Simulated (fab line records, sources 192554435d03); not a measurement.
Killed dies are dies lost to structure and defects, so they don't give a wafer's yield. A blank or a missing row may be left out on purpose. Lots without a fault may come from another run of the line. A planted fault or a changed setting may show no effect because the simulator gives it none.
Chamber matching | flow n5_finfet | N5_BEOL_M14_DESCUM_33 on rie_diel-06: 4 sister chambers
The step chemistry O2, time 7.9 s. 4 wafers are shown with their chamber, then 9 later ones without.

WAFERS WITH THEIR CHAMBER
wafer  | chamber | drypump_motor_current_A (A)
L085.5 | 2       | 5.5
L087.1 | 1       | 6.2
L087.5 | 0       | 5.6
L087.6 | 3       | 5.5

WAFERS WITHOUT THEIR CHAMBER
wafer  | drypump_motor_current_A (A)
L090.4 | 5.5
L090.5 | 5.5
L090.6 | 5.5
L097.3 | 6.1
L097.4 | 5.7
L097.5 | 5.5
L095.2 | 5.7
L095.5 | 5.5
L095.6 | 5.8

WHICH CHAMBER EACH WENT THROUGH
wafer  | from the rows above          | in truth
L090.4 | can't be placed: 2 or 3 or 0 | 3
L090.5 | can't be placed: 2 or 3 or 0 | 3
L090.6 | can't be placed: 2 or 3 or 0 | 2
L097.3 | 1                            | 1
L097.4 | can't be placed: 0 or 2 or 3 | 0
L097.5 | can't be placed: 2 or 3 or 0 | 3
L095.2 | can't be placed: 0 or 2 or 3 | 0
L095.5 | can't be placed: 2 or 3 or 0 | 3
L095.6 | can't be placed: 0 or 2 or 3 | 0
Placed correctly: 1 of 9. Can't be placed from these rows: 8 (the true chamber is among the candidates in 8). Placed wrongly: 0.
How it was worked out, from the rows above alone: a wafer's distance from a chamber is the root of the sum, over the readings, of the square of ((its reading less the chamber's mean) divided by the reading's scatter). The wafer belongs to the nearest chamber; if the next one is less than 2 further off, it can't be placed. A chamber's mean is the mean of its shown wafers. The scatter: with one shown wafer a chamber, the root of the mean of the squares of how far each hidden wafer lies from its nearest shown one.
